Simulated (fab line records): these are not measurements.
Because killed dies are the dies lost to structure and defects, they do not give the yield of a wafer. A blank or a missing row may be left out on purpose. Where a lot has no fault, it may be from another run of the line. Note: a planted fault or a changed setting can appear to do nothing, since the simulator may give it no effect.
Which tool is to blame? :: flow nand-harc :: Sampling: 11 lots, 33 wafers, 5 of 1159 route steps

== WHAT THE GAUGES READ, wafer by wafer ==
NHARC_END_SORT_01.
lot: L675
measured: day 21 06:20
on: prober-02
killed-at-array: 28 33 30

== WHICH TOOL RAN EACH LOT (tool, then ch and the chambers of the sampled wafers, then the start) ==
lot: L675
NHARC_P_STI_DESCUM_14: rie-diel-08 ch 0,3, day 2 22:12
NHARC_P_STI_ETCH_15: rie-si-03 ch 0,1, day 2 22:28
NHARC_P_GATE_DEP_103: pecvd-03 ch 0,1,2, day 5 04:40
NHARC_P_GATE_ETCHBACK_37: rie-diel-05 ch 1,2,3, day 21 06:20 or earlier

lot: L680
NHARC_P_STI_DESCUM_14: rie-diel-08 ch 0,1,3, day 4 05:05
NHARC_P_STI_ETCH_15: rie-si-06 ch 0,1,2, day 4 05:22
NHARC_P_GATE_DEP_103: pecvd-04 ch 0,1,2, day 6 12:22
NHARC_P_GATE_ETCHBACK_37: rie-diel-07 ch 0,1, no start

lot: L681
NHARC_P_STI_DESCUM_14: rie-diel-08 ch 0,3, day 4 14:29
NHARC_P_STI_ETCH_15: rie-si-03 ch 0,3, day 4 14:48
NHARC_P_GATE_DEP_103: pecvd-04 ch 0,2, day 6 18:10
NHARC_P_GATE_ETCHBACK_37: rie-diel-04 ch 1,2,3, no start

lot: L683
NHARC_P_STI_DESCUM_14: rie-diel-09 ch 1,2,3, day 4 23:07
NHARC_P_STI_ETCH_15: rie-si-03 ch 0,1,3, day 4 23:25
NHARC_P_GATE_DEP_103: pecvd-02 ch 1,2, day 6 23:25
NHARC_P_GATE_ETCHBACK_37: rie-diel-07 ch 0,1,2, no start

lot: L684
NHARC_P_STI_DESCUM_14: rie-diel-08 ch 0,1,3, day 5 06:40
NHARC_P_STI_ETCH_15: rie-si-06 ch 0,2,3, day 5 06:56
NHARC_P_GATE_DEP_103: pecvd-03 ch 0,1,2, day 7 20:08
NHARC_P_GATE_ETCHBACK_37: rie-diel-04 ch 0,2,3, no start

lot: L687
NHARC_P_STI_DESCUM_14: rie-diel-09 ch 0,1,2, day 5 19:50
NHARC_P_STI_ETCH_15: rie-si-03 ch 0,1,2, day 5 20:05
NHARC_P_GATE_DEP_103: pecvd-04 ch 0,1,2, day 7 19:59
NHARC_P_GATE_ETCHBACK_37: rie-diel-07 ch 0,2,3, no start

lot: L688
NHARC_P_STI_DESCUM_14: rie-diel-06 ch 0,1,2, day 6 05:22
NHARC_P_STI_ETCH_15: rie-si-02 ch 0,3, day 6 05:39
NHARC_P_GATE_DEP_103: pecvd-03 ch 0,2, day 8 15:11
NHARC_P_GATE_ETCHBACK_37: rie-diel-05 ch 0,3, no start

lot: L690
NHARC_P_STI_DESCUM_14: rie-diel-09 ch 0,1, day 6 16:58
NHARC_P_STI_ETCH_15: rie-si-02 ch 0,1,3, day 6 17:16
NHARC_P_GATE_DEP_103: pecvd-03 ch 0,1,2, day 8 20:41
NHARC_P_GATE_ETCHBACK_37: rie-diel-05 ch 0,1,3, no start

lot: L691
NHARC_P_STI_DESCUM_14: rie-diel-08 ch 0,2,3, day 7 02:55
NHARC_P_STI_ETCH_15: rie-si-02 ch 0,2, day 7 03:14
NHARC_P_GATE_DEP_103: pecvd-02 ch 0,1, day 9 09:54
NHARC_P_GATE_ETCHBACK_37: rie-diel-04 ch 0,2, no start

lot: L692
NHARC_P_STI_DESCUM_14: rie-diel-06 ch 0,1,2, day 7 03:05
NHARC_P_STI_ETCH_15: rie-si-03 ch 0,1,3, day 7 03:23
NHARC_P_GATE_DEP_103: pecvd-02 ch 0,1,2, day 9 09:42
NHARC_P_GATE_ETCHBACK_37: rie-diel-07 ch 1,2,3, no start

lot: L693
NHARC_P_STI_DESCUM_14: rie-diel-06 ch 2,3, day 7 11:29
NHARC_P_STI_ETCH_15: rie-si-02 ch 0,2,3, day 7 11:46
NHARC_P_GATE_DEP_103: pecvd-04 ch 0,1,2, day 9 18:55
NHARC_P_GATE_ETCHBACK_37: rie-diel-07 ch 1,2,3, no start
- NHARC_P_STI_DESCUM_14: chemistry O2, time 3 s.
- NHARC_P_STI_ETCH_15: etches the open film in HBr/Cl2, target depth 300 nm, time 100.1 s.
- NHARC_P_GATE_DEP_103: deposits SiON, target thk 30 nm.
- NHARC_P_GATE_ETCHBACK_37: etches the open film in CHF3/O2, target depth 34.5 nm, time 17.2 s.

== THE ANSWER, worked out from the rows above alone ==
Rule: the lots themselves supply what counts as usual. Put in order of their means at a reading, lots are off if they are a third of the lots or fewer, leave a main group of 4 or more, and stand apart from it by a gap of 3 or more times the standard deviation of the main group's means; of several such gaps the widest counts. If all means in a main group match to the digits the tables above print for the reading, that group is not used. A lot without any number at a reading at which 4 lots or more have one is off too. Any other lot the step has rows for is counted as sound.
None of the lots is off at any reading shown; this tells nothing.

== WHAT THE SIMULATOR PUT IN ==
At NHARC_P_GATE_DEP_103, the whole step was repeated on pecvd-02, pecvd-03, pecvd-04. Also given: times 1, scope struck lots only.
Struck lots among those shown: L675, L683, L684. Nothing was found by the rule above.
